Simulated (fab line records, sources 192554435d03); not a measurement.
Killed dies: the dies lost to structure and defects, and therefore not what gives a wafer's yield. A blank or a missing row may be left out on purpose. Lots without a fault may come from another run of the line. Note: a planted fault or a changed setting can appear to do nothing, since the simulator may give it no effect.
Matching of chambers / flow n5-finfet / ald-metal-04 running N5_HKMG_FIN_ALD_36: 4 sister chambers
The step deposits TiN, target thk 1 nm, pulse time 1 s, purge time 3 s. 18 wafers are shown with their chamber, then 9 later ones without.

## WAFERS, EACH WITH ITS CHAMBER
wafer=L081.1; chamber=2; heater-power-w (W)=1003; precursor-pulse-height-rel=1.000
wafer=L081.3; chamber=0; heater-power-w (W)=899; precursor-pulse-height-rel=1.028
wafer=L081.6; chamber=0; heater-power-w (W)=888; precursor-pulse-height-rel=1.029
wafer=L082.2; chamber=0; heater-power-w (W)=880; precursor-pulse-height-rel=1.008
wafer=L082.3; chamber=3; heater-power-w (W)=782; precursor-pulse-height-rel=1.037
wafer=L082.6; chamber=1; heater-power-w (W)=883; precursor-pulse-height-rel=1.048
wafer=L088.2; chamber=2; heater-power-w (W)=977; precursor-pulse-height-rel=1.013
wafer=L088.4; chamber=1; heater-power-w (W)=890; precursor-pulse-height-rel=0.992
wafer=L088.6; chamber=0; heater-power-w (W)=902; precursor-pulse-height-rel=0.974
wafer=L089.2; chamber=3; heater-power-w (W)=785; precursor-pulse-height-rel=0.991
wafer=L089.3; chamber=1; heater-power-w (W)=906; precursor-pulse-height-rel=1.007
wafer=L089.6; chamber=1; heater-power-w (W)=901; precursor-pulse-height-rel=1.011
wafer=L093.1; chamber=2; heater-power-w (W)=993; precursor-pulse-height-rel=0.992
wafer=L093.3; chamber=3; heater-power-w (W)=792; precursor-pulse-height-rel=1.000
wafer=L093.4; chamber=1; heater-power-w (W)=899; precursor-pulse-height-rel=1.020
wafer=L094.1; chamber=0; heater-power-w (W)=904; precursor-pulse-height-rel=1.038
wafer=L094.2; chamber=2; heater-power-w (W)=973; precursor-pulse-height-rel=1.039
wafer=L094.3; chamber=3; heater-power-w (W)=785; precursor-pulse-height-rel=0.978

SIGNATURES (means of the wafers above)
reading=heater-power-w; chamber 0=894.60; chamber 1=895.80; chamber 2=986.50; chamber 3=786.00; scatter within a chamber=10
reading=precursor-pulse-height-rel; chamber 0=1.01540; chamber 1=1.01560; chamber 2=1.01100; chamber 3=1.00150; scatter within a chamber=0.0232
Rule: for a wafer and a chamber, the distance is found by dividing, reading by reading, the gap between the wafer's reading and the chamber's mean by the reading's scatter, squaring, summing and taking the root. If the next closest chamber is less than 2 further off than the closest, the wafer can't be placed; otherwise it belongs to the closest. The scatter is the square root of a quotient: the sum, over the shown wafers, of each reading's squared deviation from its chamber's mean, divided by wafers minus chambers.

## WAFERS WITHOUT THEIR CHAMBER
wafer=L094.4; heater-power-w (W)=925; precursor-pulse-height-rel=1.006
wafer=L094.5; heater-power-w (W)=911; precursor-pulse-height-rel=0.951
wafer=L094.6; heater-power-w (W)=1009; precursor-pulse-height-rel=1.021
wafer=L096.1; heater-power-w (W)=955; precursor-pulse-height-rel=1.013
wafer=L096.2; heater-power-w (W)=895; precursor-pulse-height-rel=0.976
wafer=L096.3; heater-power-w (W)=795; precursor-pulse-height-rel=0.968
wafer=L097.3; heater-power-w (W)=889; precursor-pulse-height-rel=0.993
wafer=L097.4; heater-power-w (W)=807; precursor-pulse-height-rel=0.997
wafer=L097.6; heater-power-w (W)=910; precursor-pulse-height-rel=1.016

## CHAMBER TAKEN BY EACH
wafer=L094.4; from the rows above=can't be placed: 1 or 0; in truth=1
wafer=L094.5; from the rows above=can't be placed: 1 or 0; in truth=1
wafer=L094.6; from the rows above=2; in truth=2
wafer=L096.1; from the rows above=2; in truth=2
wafer=L096.2; from the rows above=can't be placed: 0 or 1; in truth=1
wafer=L096.3; from the rows above=3; in truth=3
wafer=L097.3; from the rows above=can't be placed: 0 or 1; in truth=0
wafer=L097.4; from the rows above=3; in truth=3
wafer=L097.6; from the rows above=can't be placed: 1 or 0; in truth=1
Placed correctly: 4 of 9. From these rows, 5 cannot be placed; in 5 the true chamber is one of the candidates. 0 placed wrongly.
